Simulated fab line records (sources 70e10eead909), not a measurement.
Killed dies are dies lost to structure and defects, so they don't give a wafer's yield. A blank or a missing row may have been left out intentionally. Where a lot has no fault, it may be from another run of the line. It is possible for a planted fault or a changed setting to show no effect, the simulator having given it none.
fab line records ; flow nand-harc
record lots=6; wafers=18; last-day=24
route steps=1159 shown P_M0@266 P_M1@285 END@1159
lots with no fault: from the same line, run without faults
start-h: the number of hours between the record's first day and the start of the first shown wafer of the lot ; wait-h: how many hours have passed since the lot's step before this one ; " identical to the entry in the row above ; L1.1+2: a single row standing in for several wafers ; - no value, or no start was given ; * or withheld: withheld ; < > ~ a bound
route shown NAME@n: names a module that has steps shown in the file, with the first one's number in the route ; usual: mean/standard deviation of fault-free wafers ; same: alike in all rows ; chamber/n: place in a boat ; sites: per-site readings ; _std_site: the standard deviation of these ; _edge_site: the outer-site mean with the inner-site mean subtracted ; radius-mm: how far each site lies from the wafer's centre ; mask NAME#n: copy n ; behind: the last tool/chamber to shape the wafer ; hold: why the lot went on hold/how many hours it stayed there/how the hold came to an end ; device: names the non-switching transistor (n, p or np) ; end of line: the route-end tests of the same wafers ; a step given without rows: its recipe and nothing more ; killed: dies lost to structure and defects at the first sort, not the wafer's yield ; map: shows each die of a wafer: x if killed, . if not, _ if none is there
set.NAME: the setting that was run; set.NAME@STEP: the one run at that earlier step ; model.NAME: the simulator's own value behind a step, which no gauge read
a table for each step, a row for each wafer; lots at some steps of the route
services: when a tool's chamber went out of use (start-h, in hours from the record's first day, below 0 if earlier), for how many hours, and the reason
## steps
# step NHARC_P_M0_DESCUM_14
# recipe time-s=3; o2-flow-sccm=200; ar-flow-sccm=0; bias-power-w=0; chemistry=O2
# step NHARC_P_M0_ETCH_34
# recipe target-depth-a=400; overetch-a=120; time-s=43.94; ion-energy-ev=200; n2-flow-sccm=150; h2-flow-sccm=150; ar-flow-sccm=0; rf-w=400; bias-w=150; chemistry=N2/H2
# usual drypump-motor-current-A=5.6/0.34; h2-flow-sccm=150.0/0.44; oes-product-au=0.996/0.0096; rf-vpp-V=430.0/2.3; showerhead-plenum-p-Torr=2.02/0.077; throttle-valve-pct=14.171/0.0093
lot.wafer;tool;chamber;start-h;wait-h;drypump-motor-current-A;h2-flow-sccm;oes-product-au;rf-hours-counter-h;rf-vpp-V;showerhead-plenum-p-Torr;throttle-valve-pct
L943.4;rie-diel-07;0;138.70;0.1;6.0;150.1;0.988;5;429.7;2.00;14.173
L943.1;rie-diel-07;1;138.70;0.1;6.0;148.8;1.002;6;429.3;1.93;14.164
L943.2;rie-diel-07;3;138.70;0.1;5.0;149.9;1.000;5;429.5;2.07;14.165
L947.3;rie-diel-01;2;165.55;0.1;5.6;150.3;1.005;1;430.9;2.05;14.176
L947.1;rie-diel-01;0;165.55;0.1;5.9;150.2;0.981;2;428.7;1.99;14.168
L947.5;rie-diel-01;1;165.55;0.1;5.3;149.6;1.004;-;434.0;2.19;14.179
L958.3;rie-diel-05;3;238.88;0.1;5.9;149.8;0.999;6;429.6;1.97;14.168
L958.2;rie-diel-05;0;238.88;0.1;5.4;149.4;0.988;6;432.3;2.06;14.172
L958.5;rie-diel-05;3;238.88;0.1;5.9;150.3;0.989;-;429.4;1.97;14.173
L959.3;rie-diel-05;3;239.36;0.1;5.9;149.9;0.989;6;428.8;1.97;14.160
L959.1;rie-diel-05;1;239.36;0.1;5.0;150.0;1.007;4;427.0;1.91;14.158
L959.4;rie-diel-05;2;239.36;0.1;5.8;149.9;1.006;6;428.8;1.99;14.163
L960.1;rie-diel-01;2;247.85;0.1;5.6;150.2;1.012;7;430.9;2.05;14.175
L960.4;rie-diel-01;3;247.85;0.1;6.0;150.2;0.983;8;427.1;1.98;14.189
L960.2;rie-diel-01;1;247.85;0.1;5.3;149.9;1.006;7;434.8;2.18;14.180
L961.3;rie-diel-07;1;252.45;0.1;6.0;149.8;1.010;0;427.8;1.93;14.163
L961.6;rie-diel-07;3;252.45;0.1;5.1;149.9;0.989;-;431.8;2.07;14.165
L961.5;rie-diel-07;0;252.45;0.1;6.0;149.5;1.003;-;428.2;2.00;14.171
# step NHARC_P_M0_ETCH_15
# recipe target-depth-a=1500; overetch-a=150; time-s=82.5; c4f8-flow-sccm=withheld; ar-flow-sccm=400; rf-w=600; bias-w=300; chemistry=C4F8/Ar
# step NHARC_P_M0_CD_MEAS_16
# usual cd-nm=89.9/0.81
lot.wafer;tool;chamber;start-h;wait-h;cd-nm
L943.1;cd-sem-03;-;138.91;-;90.2
L943.2;cd-sem-03;-;138.91;-;90.9
L943.4;cd-sem-03;-;138.91;-;90.5
L947.1;cd-sem-03;-;165.76;-;91.2
L947.3;cd-sem-03;-;165.76;-;90.6
L947.5;cd-sem-03;-;165.76;-;91.2
L958.2;cd-sem-01;-;239.10;-;89.6
L958.3;cd-sem-01;-;239.10;-;88.2
L958.5;cd-sem-01;-;239.10;-;89.0
L959.1;cd-sem-02;-;239.57;-;90.3
L959.3;cd-sem-02;-;239.57;-;89.5
L959.4;cd-sem-02;-;239.57;-;90.0
L960.1;cd-sem-01;-;248.08;-;90.8
L960.2;cd-sem-01;-;248.08;-;89.4
L960.4;cd-sem-01;-;248.08;-;89.7
L961.3;cd-sem-02;-;252.65;-;90.5
L961.5;cd-sem-02;-;252.65;-;90.0
L961.6;cd-sem-02;-;252.65;-;90.1
# step NHARC_P_M0_STRIP_18
# recipe power-w=1000; n2-flow-sccm=150; h2-flow-sccm=150; ar-flow-sccm=0; bias-w=0; chemistry=N2/H2
# usual drypump-motor-current-A=5.6/0.4; h2-flow-sccm=150.0/0.4; oes-product-au=0.999/0.011; rf-vpp-V=90.5/0.98; showerhead-plenum-p-Torr=2.00/0.062; throttle-valve-pct=14.171/0.0094
lot.wafer;tool;chamber;start-h;wait-h;drypump-motor-current-A;h2-flow-sccm;oes-product-au;rf-hours-counter-h;rf-vpp-V;showerhead-plenum-p-Torr;throttle-valve-pct
L943.4;rie-diel-05;0;138.99;0.1;5.4;150.5;0.989;11;90.0;2.06;14.183
L943.2;rie-diel-05;2;138.99;0.1;5.8;150.1;1.011;12;90.7;1.99;14.164
L943.1;rie-diel-05;3;138.99;0.1;5.9;149.5;1.000;12;90.7;1.97;14.188
L947.1;rie-diel-07;3;165.83;0.1;5.1;149.4;1.013;6;91.4;2.07;14.160
L947.3;rie-diel-07;2;165.83;0.1;5.2;149.6;0.997;7;90.4;1.97;14.173
L947.5;rie-diel-07;3;165.83;0.1;5.1;150.7;1.000;-;90.8;2.07;14.164
L958.3;rie-diel-07;3;239.17;0.1;5.1;149.6;0.981;0;92.9;2.07;14.171
L958.2;rie-diel-07;2;239.17;0.1;5.2;150.1;0.993;0;90.9;1.97;14.172
L958.5;rie-diel-07;3;239.17;0.1;5.0;150.1;1.000;-;89.8;2.07;14.161
L959.3;rie-diel-07;3;239.64;0.1;5.0;150.5;0.974;0;92.0;2.07;14.180
L959.1;rie-diel-07;1;239.64;0.1;5.9;150.0;1.010;0;92.0;1.93;14.161
L959.4;rie-diel-07;2;239.64;0.1;5.2;150.3;0.986;0;90.8;1.97;14.174
L960.2;rie-diel-05;2;248.18;0.1;5.8;149.9;1.006;7;90.0;1.99;14.175
L960.1;rie-diel-05;3;248.18;0.1;5.9;150.3;0.987;7;91.4;1.97;14.168
L960.4;rie-diel-05;0;248.18;0.1;5.4;149.6;0.998;7;92.6;2.06;14.165
L961.3;rie-diel-07;0;252.77;0.1;6.1;150.2;1.008;2;90.4;2.00;14.165
L961.5;rie-diel-07;2;252.77;0.1;5.2;150.0;0.995;-;89.2;1.97;14.168
L961.6;rie-diel-07;3;252.77;0.1;5.0;150.5;0.987;-;90.7;2.07;14.164
# step NHARC_P_M0_STRIP_19
# recipe time-s=600; temp-c=30; chemistry=post-etch-residue-remover
# step NHARC_P_M0_DEGAS_28
# recipe temp-c=250; time-s=60
# step NHARC_P_M0_PRE_CLEAN_29
# recipe time-s=30; temp-c=280; gas=H2/He
# step NHARC_P_M0_PVD_20
# recipe target-thk-a=50; bias-v=168.6; power-w=15000; chamber-pressure-pa=0.12; time-s=8.06; substrate-temp-c=50; material=TaN
# step NHARC_P_M0_PVD_21
# recipe target-thk-a=300; chamber-pressure-pa=5; power-w=5000; substrate-temp-c=30; time-s=20.49; material=Cu
# usual cathode-dc-power-W=5000.0/0.95; substrate-temp-c=29.99/0.11; throttle-valve-pct=29.7/1.5
lot.wafer;tool;chamber;start-h;wait-h;cathode-dc-power-W;substrate-temp-c;throttle-valve-pct
L943.2;pvd-sputter-01;-;-;-;4999.6;30.09;30.7
L943.4;pvd-sputter-01;-;-;-;4999.9;29.99;27.7
L943.1;pvd-sputter-01;-;-;-;5000.2;29.88;30.7
L947.1;pvd-sputter-03;-;-;-;4999.8;29.97;29.8
L947.3;pvd-sputter-03;-;-;-;5000.1;29.98;32.4
L947.5;pvd-sputter-03;-;-;-;5000.6;30.17;28.7
L958.3;pvd-sputter-01;-;-;-;4999.7;29.87;27.8
L958.2;pvd-sputter-01;-;-;-;5001.5;29.86;30.3
L958.5;pvd-sputter-01;-;-;-;5000.9;29.87;30.4
L959.3;pvd-sputter-02;-;-;-;4999.4;30.05;27.9
L959.4;pvd-sputter-02;-;-;-;5000.1;29.84;31.0
L959.1;pvd-sputter-02;-;-;-;5001.1;29.76;31.5
L960.1;pvd-sputter-01;-;-;-;5000.7;30.10;27.7
L960.4;pvd-sputter-01;-;-;-;5000.1;30.07;30.6
L960.2;pvd-sputter-01;-;-;-;4999.9;29.84;27.9
L961.3;pvd-sputter-01;-;-;-;5000.1;29.97;30.6
L961.6;pvd-sputter-01;-;-;-;4998.7;29.87;30.3
L961.5;pvd-sputter-01;-;-;-;4999.2;30.03;28.1
# step NHARC_P_M0_ECD_22
# recipe target-thk-a=4000; bath-temp-c=25; material=Cu
# step NHARC_P_M0_ANNEAL_30
# recipe temp-c=225; time-s=90
# step NHARC_P_M0_CMP_23
# recipe t-overpolish-s=20; target-thk-nm=117.53
# usual motor-current-A=12.3/1.3; retaining-ring-pressure-frac=1.000/0.005; time-to-endpoint-s=28.8/2.5
lot.wafer;tool;chamber;start-h;wait-h;motor-current-A;retaining-ring-pressure-frac;time-to-endpoint-s
L943.4;cmp-03;3;140.68;-;11.9;1.002;32.6
L943.2;cmp-03;0;140.68;-;13.5;1.002;30.6
L943.1;cmp-03;1;140.68;-;15.3;1.002;34.5
L947.1;cmp-02;3;167.51;-;11.9;1.006;25.5
L947.3;cmp-02;0;167.51;-;14.6;1.006;29.1
L947.5;cmp-02;3;167.51;-;12.2;0.994;25.8
L958.3;cmp-01;3;240.85;-;11.4;0.998;31.9
L958.2;cmp-01;2;240.85;-;12.9;1.003;30.6
L958.5;cmp-01;0;240.85;-;11.6;1.002;29.3
L959.3;cmp-03;2;241.27;-;12.5;1.007;28.9
L959.4;cmp-03;0;241.27;-;12.8;1.001;30.0
L959.1;cmp-03;1;241.27;-;15.0;1.001;31.1
L960.2;cmp-02;0;249.80;-;13.8;1.000;26.4
L960.4;cmp-02;1;249.80;-;9.3;1.002;26.9
L960.1;cmp-02;3;249.80;-;11.8;0.993;25.0
L961.3;cmp-03;1;254.59;-;14.2;1.008;28.2
L961.5;cmp-03;3;254.59;-;12.0;0.993;30.7
L961.6;cmp-03;0;254.59;-;13.3;0.997;26.7
# step NHARC_P_M0_THK_MEAS_24
# recipe thk-meas-gauge=xrf
# usual thk-nm=117.6/1.6
lot.wafer;tool;chamber;start-h;wait-h;thk-nm
L943.1;film-metro-01;-;140.97;-;119.0
L943.2;film-metro-01;-;140.97;-;116.2
L943.4;film-metro-01;-;140.97;-;120.0
L947.1;film-metro-01;-;167.80;-;116.0
L947.3;film-metro-01;-;167.80;-;119.3
L947.5;film-metro-01;-;167.80;-;115.8
L958.2;film-metro-02;-;241.16;-;118.0
L958.3;film-metro-02;-;241.16;-;119.0
L958.5;film-metro-02;-;241.16;-;115.4
L959.1;film-metro-02;-;241.59;-;119.6
L959.3;film-metro-02;-;241.59;-;116.5
L959.4;film-metro-02;-;241.59;-;116.8
L960.1;film-metro-01;-;250.11;-;117.4
L960.2;film-metro-01;-;250.11;-;119.4
L960.4;film-metro-01;-;250.11;-;116.0
L961.3;film-metro-02;-;254.85;-;118.9
L961.5;film-metro-02;-;254.85;-;117.4
L961.6;film-metro-02;-;254.85;-;116.7
# step NHARC_P_M0_SRD_25
# step NHARC_P_M0_INSPECT_27
# usual raw-defect-count=291/99
lot.wafer;tool;chamber;start-h;wait-h;raw-defect-count
L943.1;defect-inspect-02;-;141.12;0.0;311
L943.2;defect-inspect-02;-;141.12;0.0;488
L943.4;defect-inspect-02;-;141.12;0.0;471
L947.1;defect-inspect-01;-;167.96;0.0;166
L947.3;defect-inspect-01;-;167.96;0.0;168
L947.5;defect-inspect-01;-;167.96;0.0;184
L958.2;defect-inspect-02;-;241.31;0.0;356
L958.3;defect-inspect-02;-;241.31;0.0;390
L958.5;defect-inspect-02;-;241.31;0.0;296
L959.1;defect-inspect-01;-;241.74;0.0;680
L959.3;defect-inspect-01;-;241.74;0.0;264
L959.4;defect-inspect-01;-;241.74;0.0;260
L960.1;defect-inspect-02;-;250.27;0.0;395
L960.2;defect-inspect-02;-;250.27;0.0;277
L960.4;defect-inspect-02;-;250.27;0.0;306
L961.3;defect-inspect-02;-;255.01;0.0;638
L961.5;defect-inspect-02;-;255.01;0.0;195
L961.6;defect-inspect-02;-;255.01;0.0;185
# step NHARC_P_M0_PRE_CLEAN_31
# recipe time-s=12; temp-c=370; rf-power-w=300; gas=NH3
# usual heater-power-w=661/85; susceptor-temp-C=369.97/0.22
lot.wafer;tool;chamber;start-h;wait-h;heater-power-w;susceptor-temp-C
L943.2;pecvd-01;1;141.19;0.1;486;369.92
L943.1;pecvd-01;2;141.19;0.1;723;370.11
L943.4;pecvd-01;2;141.19;0.1;718;369.77
L947.3;pecvd-04;1;168.04;0.1;618;369.79
L947.1;pecvd-04;2;168.04;0.1;737;370.24
L947.5;pecvd-04;0;168.04;0.1;538;370.30
L958.3;pecvd-02;0;241.38;0.1;696;369.80
L958.2;pecvd-02;1;241.38;0.1;710;369.79
L958.5;pecvd-02;0;241.38;0.1;679;369.86
L959.3;pecvd-02;2;241.83;0.1;693;370.02
L959.1;pecvd-02;0;241.83;0.1;625;369.75
L959.4;pecvd-02;2;241.83;0.1;718;370.20
L960.2;pecvd-04;1;250.35;0.1;606;369.89
L960.1;pecvd-04;2;250.35;0.1;733;370.09
L960.4;pecvd-04;2;250.35;0.1;743;370.35
L961.3;pecvd-02;2;255.07;0.1;630;370.34
L961.6;pecvd-02;2;255.07;0.1;628;370.00
L961.5;pecvd-02;1;255.07;0.1;726;369.43
# step NHARC_P_M0_DEP_32
# recipe target-thk-a=300; temp-c=370; target-thk-nm=30; pressure-torr=3; flow-sccm=200; rf-w=450; material=SiCN
# usual heater-power-w=606/73; susceptor-temp-C=370.02/0.22
lot.wafer;tool;chamber;start-h;wait-h;heater-power-w;susceptor-temp-C
L943.2;pecvd-01;1;141.27;0.1;516;369.93
L943.1;pecvd-01;2;141.27;0.1;623;369.96
L943.4;pecvd-01;2;141.27;0.1;610;369.78
L947.3;pecvd-04;1;168.15;0.1;548;370.54
L947.1;pecvd-04;2;168.15;0.1;715;369.99
L947.5;pecvd-04;0;168.15;0.1;555;370.24
L958.3;pecvd-02;0;241.46;0.1;615;369.89
L958.2;pecvd-02;1;241.46;0.1;631;370.19
L958.5;pecvd-02;0;241.46;0.1;601;370.25
L959.3;pecvd-02;2;241.94;0.1;654;369.71
L959.1;pecvd-02;0;241.94;0.1;640;370.01
L959.4;pecvd-02;2;241.94;0.1;657;370.07
L960.2;pecvd-04;1;250.46;0.1;641;370.36
L960.1;pecvd-04;2;250.46;0.1;586;370.17
L960.4;pecvd-04;2;250.46;0.1;576;369.93
L961.3;pecvd-02;2;255.16;0.1;676;369.99
L961.6;pecvd-02;2;255.16;0.1;673;369.86
L961.5;pecvd-02;1;255.16;0.1;669;369.92
# step NHARC_P_M1_DEP_00
# recipe target-thk-a=1825; target-thk-nm=182.5; temp-c=withheld; pressure-torr=5; flow-sccm=200; rf-w=600; material=SiOC
# step NHARC_P_M1_DEHYDRATE_01
# recipe temp-c=150; time-s=120
# step NHARC_P_M1_HMDS_02
# recipe time-s=30
# step NHARC_P_M1_COAT_34
# recipe temp-c=200; time-s=65
# step NHARC_P_M1_COAT_03
# recipe spin-rpm=1500; resist-thk-nm=90
# step NHARC_P_M1_SOFTBAKE_04
# recipe temp-c=105; time-s=55
# step NHARC_P_M1_EBR_05
# step NHARC_P_M1_EXPOSE_06
# recipe na=1.35; target-cd-nm=130; dose-mj=81.88; mask-id=P_M1
# step NHARC_P_M1_PEB_07
# recipe peb-temp-c=100; peb-time-s=65
# step NHARC_P_M1_DEVELOP_08
# recipe develop-time-s=35; dev-temp-c=23
# step NHARC_P_M1_CD_MEAS_09
# recipe target-cd-nm=130; landing-energy-ev=500
# usual cd-nm=130.1/0.58
lot.wafer;tool;chamber;start-h;wait-h;cd-nm
L943.1;cd-sem-03;0;142.52;-;129.9
L943.2;cd-sem-03;0;142.52;-;129.8
L943.4;cd-sem-03;0;142.52;-;129.7
L947.1;cd-sem-03;0;169.21;-;130.0
L947.3;cd-sem-03;0;169.21;-;130.8
L947.5;cd-sem-03;0;169.21;-;130.9
L958.2;cd-sem-03;0;242.97;-;130.0
L958.3;cd-sem-03;0;242.97;-;130.2
L958.5;cd-sem-03;0;242.97;-;129.6
L959.1;cd-sem-03;0;243.36;-;130.9
L959.3;cd-sem-03;0;243.36;-;130.3
L959.4;cd-sem-03;0;243.36;-;130.3
L960.1;cd-sem-01;0;251.52;-;130.9
L960.2;cd-sem-01;0;251.52;-;130.0
L960.4;cd-sem-01;0;251.52;-;130.7
L961.3;cd-sem-03;0;256.40;-;130.8
L961.5;cd-sem-03;0;256.40;-;130.6
L961.6;cd-sem-03;0;256.40;-;130.7
# step NHARC_P_M1_OVL_MEAS_10
# recipe pitch-nm=260
# usual overlay-x-nm=-0.1/0.84; overlay-y-nm=0.0/0.87
lot.wafer;tool;chamber;start-h;wait-h;overlay-x-nm;overlay-y-nm
L943.1;overlay-01;-;142.61;-;1.3;-0.2
L943.2;overlay-01;-;142.61;-;0.9;-0.2
L943.4;overlay-01;-;142.61;-;1.3;-0.3
L947.1;overlay-01;-;169.30;-;0.7;-0.8
L947.3;overlay-01;-;169.30;-;0.9;-0.5
L947.5;overlay-01;-;169.30;-;0.5;-0.2
L958.2;overlay-01;-;243.05;-;0.7;1.1
L958.3;overlay-01;-;243.05;-;0.3;1.2
L958.5;overlay-01;-;243.05;-;0.1;1.4
L959.1;overlay-02;-;243.45;-;-0.6;-0.2
L959.3;overlay-02;-;243.45;-;-0.8;-0.4
L959.4;overlay-02;-;243.45;-;-1.0;-0.6
L960.1;overlay-02;-;251.61;-;-0.7;-1.5
L960.2;overlay-02;-;251.61;-;-0.7;-1.4
L960.4;overlay-02;-;251.61;-;-0.6;-1.5
L961.3;overlay-01;-;256.49;-;0.8;-0.5
L961.5;overlay-01;-;256.49;-;0.2;-0.5
L961.6;overlay-01;-;256.49;-;-0.1;-1.0
# step NHARC_P_M1_INSPECT_11
# usual raw-defect-count=4.2/2.6
lot.wafer;tool;chamber;start-h;wait-h;raw-defect-count
L943.1;defect-inspect-02;-;142.65;0.0;1
L943.2;defect-inspect-02;-;142.65;0.0;4
L943.4;defect-inspect-02;-;142.65;0.0;4
L947.1;defect-inspect-02;-;169.34;0.0;3
L947.3;defect-inspect-02;-;169.34;0.0;1
L947.5;defect-inspect-02;-;169.34;0.0;2
L958.2;defect-inspect-02;-;243.09;0.0;5
L958.3;defect-inspect-02;-;243.09;0.0;6
L958.5;defect-inspect-02;-;243.09;0.0;3
L959.1;defect-inspect-01;-;243.49;0.0;424
L959.3;defect-inspect-01;-;243.49;0.0;4
L959.4;defect-inspect-01;-;243.49;0.0;4
L960.1;defect-inspect-02;-;251.65;0.0;5
L960.2;defect-inspect-02;-;251.65;0.0;2
L960.4;defect-inspect-02;-;251.65;0.0;1
L961.3;defect-inspect-02;-;256.52;0.0;439
L961.5;defect-inspect-02;-;256.52;0.0;5
L961.6;defect-inspect-02;-;256.52;0.0;1
# step NHARC_P_M1_DESCUM_14
# recipe time-s=3; o2-flow-sccm=200; ar-flow-sccm=0; bias-power-w=0; chemistry=O2
# step NHARC_END_SORT_01
# recipe temp-c=25
# usual defect-limited-yield=95.1/1.6; killed-at-array=29/11; killed-at-other=0.7/1.1; killed-at-periphery=2.9/2.2; killed-dies=33/11; killed-open=3.1/1.8; killed-short=1.9/1.4; sort_bin_2_pct=1.6/0.64; sort_bin_3_pct=0.26/0.18; sort_bin_4_pct=3.1/1.1; sort-n-pass=644/11; sort-rim-yield-pct=95.7/2.8; sort-yield-pct=95.1/1.6
# same gross-dies=677; sort_bin_5_pct[%]=0; sort_bin_6_pct[%]=0; sort_bin_7_pct[%]=0; sort_bin_8_pct[%]=0; sort-rim-n-gross=106.00
lot.wafer;tool;chamber;start-h;wait-h;defect-limited-yield[%];killed-at-array;killed-at-other;killed-at-periphery;killed-dies;killed-open;killed-short;sort_bin_2_pct[%];sort_bin_3_pct[%];sort_bin_4_pct[%];sort-n-pass;sort-rim-yield-pct[%];sort-yield-pct[%]
L943.1;prober-01;0;464.02;2.5;95.6;27;0;3;30;3;2;1.2;0.15;3.1;647;94.3;95.6
L943.2;prober-01;0;464.82;2.8;94.1;36;0;4;40;2;0;1.0;0.44;4.4;637;98.1;94.1
L943.4;prober-01;0;466.42;3.4;93.6;40;0;3;43;3;2;1.3;0.15;4.9;634;97.2;93.6
L947.1;prober-02;0;496.94;2.5;95.9;24;0;4;28;1;0;1.3;0.44;2.4;649;93.4;95.9
L947.3;prober-02;0;498.52;3.1;95.6;29;0;1;30;3;0;2.5;0;1.9;647;95.3;95.6
L947.5;prober-02;0;500.11;3.7;96.5;21;1;2;24;1;1;0.6;0;3.0;653;94.3;96.5
L959.1;prober-02;0;555.24;2.5;54.1;11;0;300;311;4;0;15.4;2.95;27.6;366;51.9;54.1
L960.1;prober-01;0;570.79;2.5;95.6;26;0;4;30;6;2;1.5;0.44;2.5;647;95.3;95.6
L960.2;prober-01;0;571.61;2.8;94.4;36;1;1;38;3;2;2.1;0.15;3.4;639;94.3;94.4
L960.4;prober-01;0;573.24;3.5;95.3;31;0;1;32;2;3;1.2;0.44;3.1;645;96.2;95.3
L961.3;prober-02;0;570.88;3.1;48.9;20;4;322;346;2;2;20.1;3.69;27.3;331;48.1;48.9
# killed by level:class
L943.1 A_CHANNEL_HOLE_D1:chamber-film-flake=10 A_SLIT:chamber-film-flake=6 A_STAIRCASE:chamber-film-flake=3 A_M0:chamber-film-flake=3 A_SGD_CUT:chamber-film-flake=2 P_CONTACT:geometric-particle:short=1 P_M0:geometric-particle:open=1 A_WL_FILL:geometric-particle:open=1
L943.2 A_SLIT:chamber-film-flake=10 A_CHANNEL_HOLE_D1:chamber-film-flake=7 A_SGD_CUT:chamber-film-flake=6 A_STAIRCASE:chamber-film-flake=5 A_CONTACT:chamber-film-flake=5 P_M1:chamber-film-flake=3 A_CHANNEL_FILL_D1:geometric-particle:open=1 A_M0:geometric-particle:open=1
L943.4 A_CHANNEL_HOLE_D1:chamber-film-flake=13 A_SLIT:chamber-film-flake=10 A_SGD_CUT:chamber-film-flake=6 A_STAIRCASE:chamber-film-flake=3 A_CONTACT:geometric-particle:open=2 A_ZERO_WELL:chamber-film-flake=2 A_SOURCE_PLATE:geometric-particle:short=1 A_WL_FILL:geometric-particle:open=1
L947.1 A_CHANNEL_HOLE_D1:chamber-film-flake=15 A_CONTACT:chamber-film-flake=7 P_STI:chamber-film-flake=2 P_M1:geometric-particle:open=1 P_ZERO_WELL:chamber-film-flake=1 A_ZERO_WELL:chamber-film-flake=1 A_STAIRCASE:chamber-film-flake=1
L947.3 A_CHANNEL_HOLE_D1:chamber-film-flake=13 A_CONTACT:chamber-film-flake=10 A_STAIRCASE:chamber-film-flake=4 P_M0:geometric-particle:open=1 A_WL_FILL:geometric-particle:open=1 A_BLC:geometric-particle:open=1
L947.5 A_CHANNEL_HOLE_D1:chamber-film-flake=13 A_CONTACT:chamber-film-flake=6 P_CONTACT:geometric-particle:short=1 A_CONTACT:geometric-particle:open=1 P_GATE:chamber-film-flake=1 A_WL_FILL:chamber-film-flake=1 THIN_TSV:chamber-film-flake=1
L959.1 P_M0:unspecified=296 A_CONTACT:chamber-film-flake=5 P_CONTACT:geometric-particle:open=1 P_M0:geometric-particle:open=1 P_M2:geometric-particle:open=1 A_CHANNEL_HOLE_D1:geometric-particle:open=1 P_GATE:chamber-film-flake=1 A_STAIRCASE:chamber-film-flake=1
L960.1 A_SLIT:chamber-film-flake=15 A_STAIRCASE:chamber-film-flake=4 P_CONTACT:geometric-particle:open=2 A_M0:geometric-particle:open=2 P_CONTACT:geometric-particle:short=1 A_ONON_D1:geometric-particle:open=1 A_WL_FILL:geometric-particle:short=1 A_CONTACT:geometric-particle:open=1
L961.3 P_M0:unspecified=319 A_SLIT:chamber-film-flake=13 A_CHANNEL_HOLE_D1:chamber-film-flake=5 HYBRID_BOND:chamber-film-flake=4 P_STI:geometric-particle:short=1 P_GATE:geometric-particle:open=1 P_M0:geometric-particle:short=1 A_WL_FILL:geometric-particle:open=1
L960.2 A_SLIT:chamber-film-flake=19 A_CHANNEL_HOLE_D1:chamber-film-flake=5 A_STAIRCASE:chamber-film-flake=5 A_CONTACT:chamber-film-flake=3 P_GATE:geometric-particle:open=1 A_CHANNEL_FILL_D1:geometric-particle:short=1 A_WL_FILL:geometric-particle:short=1 A_CONTACT:geometric-particle:open=1
L960.4 A_SLIT:chamber-film-flake=17 A_CHANNEL_HOLE_D1:chamber-film-flake=3 A_STAIRCASE:chamber-film-flake=3 A_CONTACT:chamber-film-flake=3 A_WL_FILL:geometric-particle:short=2 A_CHANNEL_FILL_D1:geometric-particle:short=1 A_CHANNEL_FILL_D1:geometric-particle:open=1 A_CONTACT:geometric-particle:open=1
# map L959.1 (x killed, . not)
____________.____________
_________xx.xx.x_________
_______xxx......xx_______
______x.x.x.xx.x...______
_____...xx....x....x_____
____....xx.x.x..x...x____
____.xx..x..x.xxx.x..____
___x..xx..x...x..x.xxx___
___.x.x....x...xx..xx.___
__.x.....x..xxx....x.xx__
__.x.x.x....x.xxxxx..x.__
_x.x.xxx.xxx......x...xx_
_......xx...x.xxxxx..xxx_
_x.xxx..xx.x..xx.xxx.xx._
_..xxx.x.....xxx.x.x.x.._
_x.xxx.x.....x.xx...x.x._
x...x...xxx...x.xx.xxx...
.xx.xx.x..x.x..x.......x.
xxxx...x..xx.x....xx...x.
..xxx..xxxx..xx.x.x.x.x.x
..x..xx..x.x....xx..x.xx.
_....x.x...xxx..xxx...x._
_x.x.x.....xx.....x...xx_
_xx....xxx..x.x..xx..x.._
_..xx.x..x..xx.xx...xxxx_
_xx...xx...xx.x..xxx.x.._
__x..x..x..x...xxxxxx..__
__.xxx.xxx.xxx..xxx..x.__
___..x....xxx...x..xx.___
___x.x.x...xxxxx..x.xx___
____xxxxxxxxx...x..xx____
____xx..x..xx.x.xx.x.____
_____.x.xx..x....xxx_____
______x..x......xxx______
_______x.x.xx...x._______
_________x..x..x_________
____________.____________
# map L961.3 (x killed, . not)
____________.____________
_________x.x.x.._________
_______xxxx.xxx.x._______
______.xx..x.xx.xx.______
_____.x....xxx.x..xx_____
____xxxxx.x..x..xxxx.____
____.xxx.x...x.xx.x.x____
___.xx.xxxxxx.xxxx...x___
___..x.x.xxxx.....x..x___
__xx.x.x..xxx.x..x.xxx.__
__xxx....xx.x..x..xxxx.__
_..x.xx....xx.x..x..x.x._
_.x......xxx.x..x...xx.._
_x..x..xx.....xx.xxxxxx._
_xx..x.x.xx.xx.......xxx_
_xxx..x.....xx....x.xxx._
.xx....xxx.x...x.xxxx.xxx
xxxxx..x....x..x.xxxx....
..xxx...xxx...xxx.x.x.x.x
xxxx...x......xxxx.x...xx
...xx.....xxxxx.xx....x.x
_xx...x.xx.x.xx.x.xxxx.x_
_.x.......xxxxxxxxxxxx.x_
_.....x.x...xxxxxx.xx.x._
_..xx....x.xxxx.xx.x..x._
_.xx...x.....xxxx..x...._
__.xxx...xx..xxxx.x.x..__
__.xxxx.x..x..xxxxxxx..__
___xx...x.xx.x.x..x..x___
___..xx.xxx.xxxxxxx..x___
____xxx..x..xx....x..____
____..xxxxxxx.x..x.x.____
_____xx..xx....x..xx_____
______..x..x.x....x______
_______xxx.xx.xx.x_______
_________.xxxx.._________
____________x____________
## services
tool;chamber;start-h;hours;kind
pecvd-04;2;121.44;5.1;repair
pecvd-01;-;125.03;2.0;repair
rie-diel-01;3;125.16;3.9;repair
pecvd-02;-;128.11;0.8;repair
cmp-02;-;128.50;4.0;pm
rie-diel-01;-;137.80;9.0;pm
pecvd-02;-;153.09;13.0;pm
cmp-03;-;157.67;0.6;repair
pvd-sputter-01;-;158.01;10.0;pm
cmp-03;-;161.98;4.0;pm
rie-diel-05;-;163.60;9.0;pm
pecvd-02;-;169.58;1.4;repair
pvd-sputter-01;-;169.99;10.7;repair
cmp-03;-;172.53;1.9;repair
rie-diel-01;2;184.28;5.6;repair
pvd-sputter-01;-;184.48;9.0;repair
rie-diel-01;3;186.25;1.9;repair
pecvd-04;-;195.13;13.0;pm
rie-diel-05;1;207.98;10.8;repair
cmp-02;-;226.50;4.0;pm
rie-diel-07;-;228.20;9.0;pm
rie-diel-01;1;236.53;3.4;repair
pecvd-01;-;237.00;13.0;pm
rie-diel-07;1;243.42;4.6;repair
## key
first-sign step=NHARC_P_M0_INSPECT_27; reading=raw-defect-count; direction=up; sigmas=3.7; usual=291; struck=659
effect step=NHARC_P_M1_INSPECT_11; reading=raw-defect-count; direction=up; sigmas=99+; usual=4.2; struck=431.5
effect step=NHARC_END_SORT_01; reading=killed-at-periphery; direction=up; sigmas=99+; usual=2.9; struck=311
more-kills-born-at NHARC_P_M0_CMP_23@cmp-03=615
met-at NHARC_P_M0_CMP_23
struck-wafers L959.1,L961.3
onset-between 140.68 241.27
fault kind=chamber-particle-source; tool=cmp-03; chamber=1; onset-h=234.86; steps=NHARC_P_M0_CMP_23; rate-per-visit-cm2=0.71141; end-h=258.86
